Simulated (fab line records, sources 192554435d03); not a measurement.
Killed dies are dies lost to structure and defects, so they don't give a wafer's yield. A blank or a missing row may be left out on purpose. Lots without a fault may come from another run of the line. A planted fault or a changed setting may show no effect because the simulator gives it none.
A struck lot beside a sound one | flow n5_finfet | 22 steps out of a route of 1938
Sound: wafers L235.2, L235.4, L235.5. Struck: wafers L250.1, L250.2, L250.6. The cause comes at the end.
At each step with rows: each side's tool, then ch and its chambers, then its first start. Under that, the readings that differ: sound wafers | struck wafers | difference of the means | sigmas: that difference in standard deviations of wafers without a fault.
alike: readings whose means differ by less than 2 such deviations, and words and numbers that are the same on both sides. not compared: withheld readings, readings that some wafer has no value for, bounds like >300 that may hide the same value, and numbers for which the record gives no deviation and whose values overlap.
The two part at a step that has a row with sigmas, a row that says differs or no value, or rows on one side only. Numbers that don't overlap but have no deviation are shown without sigmas and don't part them. A reading that every wafer of one side lacks parts them only if that side has two wafers or more.

first, 11 steps without rows for these wafers: N5_HKMG_FIN_WET_ETCH_78 (etches Al2O3 in dNH4OH, stops on La2O3, target depth 4.5 nm, rinse time 30 s); N5_HKMG_FIN_ALD_79 (deposits TiN, target thk 1.5 nm, pulse time 1 s, purge time 3 s); N5_HKMG_FIN_CVD_62 (deposits a-Si from Si2H6, target thk 3 nm, time 20.8 s); N5_HKMG_FIN_RTA_80 (time 2 s); N5_HKMG_FIN_PRECLEAN_64 (cleans in dHF, time 30 s); N5_HKMG_FIN_WET_ETCH_65 (etches a-Si in TMAH, stops on TiN, time 49 s, target depth 3 nm); N5_HKMG_FIN_WET_ETCH_81 (etches TiN in SC1, stops on HfO2, time 57 s, target depth 6 nm); N5_HKMG_FIN_WET_ETCH_82 (etches La2O3 in dHCl, stops on HfO2, target depth 2 nm, rinse time 30 s); N5_HKMG_FIN_ALD_36 (deposits TiN, target thk 1 nm, pulse time 1 s, purge time 3 s); N5_HKMG_FIN_PWFM_ALD_03 (deposits TiN, target thk 2 nm, pulse time 1 s, purge time 3 s); N5_HKMG_FIN_COAT_29 (time 60 s, resist thk 300 nm).
N5_HKMG_FIN_COAT_30: time 60 s, resist thk 35 nm.
  sound on litho_track-04 ch 0, day 4 11:59; struck on litho_track-04 ch 0, day 8 03:29
  reading                                     | sound                | struck               | difference | sigmas
  spin_speed_rpm (rpm)                        | 1502.2 1502.5 1500.1 | 1464.9 1463.3 1463.2 | -37.8      | -34
  model.SiARC_of_HKMG_FIN_COAT_30.thk_nm (nm) | 35 35 34.8           | 35.6 35.6 35.6       | +0.7       |
  alike: chill_plate_temp_C
then, 7 steps without rows for these wafers: N5_HKMG_FIN_COAT_06 (resist thk 90 nm); N5_HKMG_FIN_EBR_08; N5_HKMG_FIN_SOFTBAKE_07 (time 60 s); N5_HKMG_FIN_EXPOSE_09 (exposes mask NWFM); N5_HKMG_FIN_PEB_10 (peb time 60 s); N5_HKMG_FIN_DEVELOP_11 (develop time 30 s); N5_HKMG_FIN_DESCUM_17 (chemistry O2, time 7.9 s).
N5_HKMG_FIN_ETCH_31: etches SiARC in CF4, target depth 45.5 nm, time 75.8 s.
  sound on rie_diel-05 ch 2,3, day 4 12:29; struck on rie_diel-02 ch 0,1, day 8 03:59
  reading                     | sound            | struck            | difference | sigmas
  drypump_motor_current_A (A) | 5.5 4.9 5.5      | 6.6 6.4 6.3       | +1.1       | +2
  model.etch.depth_nm (nm)    | 34.99 35.05 34.9 | 35.51 35.54 35.51 | +0.54      |
  alike: etch_rf_on_time_s, oes_product_au, rf_fwd_power_W, rf_vpp_V, showerhead_plenum_p_Torr, throttle_valve_pct
  not compared: rf_hours_counter_h
then, 1 step without rows for these wafers: N5_HKMG_FIN_ETCH_32 (etches SOC in N2/H2, target depth 240 nm, time 300 s).
-- the record jumps here: 4 days lie between the struck wafers' starts before and after (it left off in module HKMG_FIN and takes up again in module BEOL_M4, whose first step shown is number 1111 of the route) --
N5_BEOL_M4_RC_MEAS_101:
  sound on prober-02 ch 0, day 8 05:06; struck on prober-01 ch 0, day 12 05:11
  alike: DIBL_N, DIBL_P, IOFF_N, IOFF_P, ION_N, ION_P, SS_N, SS_P, VT_N, VT_P

WHERE THEY PART
First at N5_HKMG_FIN_COAT_30; last, within this record, at N5_HKMG_FIN_ETCH_31. Later steps at which nothing parts them and some readings are alike: N5_BEOL_M4_RC_MEAS_101.

WHY: what the simulator had put in
Process parameter drift: litho_track-04, from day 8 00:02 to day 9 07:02, at N5_HKMG_FIN_COAT_30. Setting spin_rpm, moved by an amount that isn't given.
